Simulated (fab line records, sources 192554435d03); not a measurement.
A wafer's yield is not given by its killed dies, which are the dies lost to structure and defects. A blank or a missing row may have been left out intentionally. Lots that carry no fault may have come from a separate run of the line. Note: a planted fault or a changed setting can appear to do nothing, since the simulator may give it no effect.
Split-lot trial ; flow n5_finfet ; 7 lots, 21 wafers read, on a route of 1938 steps

THE SPLIT
At N5_BEOL_M4_COAT_05 (resist thk 30 nm), the setting spin_rpm was moved away from the recipe's 1500 rpm on 4 of the 21 wafers read, by -5.0% to +9.9%. All remaining wafers had this setting at the recipe value.

FROM THE SPLIT TO THE READING: what the file shows between them, 2 steps
- N5_BEOL_M4_EBR_07
- N5_BEOL_M4_SOFTBAKE_06: time 60 s

THE READING
CAR-EUV_of_BEOL_M4_COAT_05.thk_nm (the simulator's own value, which no gauge read), in nm, at N5_BEOL_M4_DESCUM_16 (chemistry O2, time 7 s). The file gives no usual value for it. Here, 17 wafers ran the recipe; their average is 26.1 nm with a standard deviation of 0.16 nm.

wafer;tool, chamber at the split;spin_rpm as run, rpm;against the recipe;CAR-EUV_of_BEOL_M4_COAT_05.thk_nm, nm;against lot-mates on the recipe
L074.2;litho_track-03, 0;1500;recipe;26.2;-
L074.6;litho_track-03, 0;1500;recipe;26.2;-
L074.5;litho_track-03, 0;1500;recipe;26;-
L077.1;litho_track-03, 0;1551;+3.4%;25.4;-0.5
L077.3;litho_track-03, 0;1500;recipe;26;-
L077.4;litho_track-03, 0;1500;recipe;25.8;-
L079.3;litho_track-04, 0;1500;recipe;26.2;-
L079.5;litho_track-04, 0;1500;recipe;26.2;-
L079.6;litho_track-04, 0;1500;recipe;26;-
L080.2;litho_track-02, 0;1648;+9.9%;24.6;-1.6
L080.3;litho_track-02, 0;1648;+9.9%;24.6;-1.6
L080.5;litho_track-02, 0;1500;recipe;26.2;-
L090.4;litho_track-02, 0;1500;recipe;26;-
L090.5;litho_track-02, 0;1500;recipe;26;-
L090.6;litho_track-02, 0;1500;recipe;25.8;-
L093.3;litho_track-03, 0;1500;recipe;26.2;-
L093.6;litho_track-03, 0;1500;recipe;26.2;-
L093.5;litho_track-03, 0;1500;recipe;26;-
L097.1;litho_track-02, 0;1500;recipe;26.4;-
L097.3;litho_track-02, 0;1425;-5.0%;27.2;+0.9
L097.4;litho_track-02, 0;1500;recipe;26.2;-

FIT RESULTS
A straight line over all 21 wafers: CAR-EUV_of_BEOL_M4_COAT_05.thk_nm changes by -0.163 nm for each +1% of spin_rpm; r = -0.96; the points scatter about the line by 0.17 nm.
The same after taking each lot's own level away (the mean of its wafers on the recipe; 21 wafers): -0.164 nm for each +1%; r = -0.99; scatter 0.09 nm.
Per that fit: largest spin_rpm move, reading shift of 1.6 nm.
Measured against the standard deviation above, the lots' own levels, which go from 25.90 to 26.30 nm, span 2.6 times it.
The two slopes agree, so the slope changes little with the lot-to-lot level.
Check: -1.62 nm against its lot-mates is what the line predicts for one of the wafers moved furthest among these (+9.9%) when that wafer is left out of the fit. It came out at -1.6 nm against them.

THESE WAFERS: OTHER SPLITS
Other splits were also applied to these wafers ahead of the reading. Each is held against what the fit with the lots' levels taken away leaves over:
other split on the same wafers;wafers away from the commonest value;r with CAR-EUV_of_BEOL_M4_COAT_05.thk_nm (lot level and that fit taken away)
N5_BEOL_M3_ETCH_70 bias_w;6;-0.06
N5_BEOL_M4_COAT_73 spin_rpm;10;-0.23

THE WHOLE CHAIN: every reading that the file lists as answering this split, in the file's order
step;what it does;reading;change (the file's fit);r (the file's)
N5_BEOL_M4_COAT_05;resist thk 30 nm;CAR-EUV_of_BEOL_M4_COAT_05.thk_nm (the simulator's own value, which no gauge read);-0.143 nm for each +1% of the setting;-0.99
N5_BEOL_M4_DESCUM_16;chemistry O2, time 7 s;CAR-EUV_of_BEOL_M4_COAT_05.thk_nm (the simulator's own value, which no gauge read);-0.164 nm for each +1% of the setting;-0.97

THE FILE'S OWN FIT
CAR-EUV_of_BEOL_M4_COAT_05.thk_nm changes by -0.164 nm for each +1% of spin_rpm, r = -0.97.
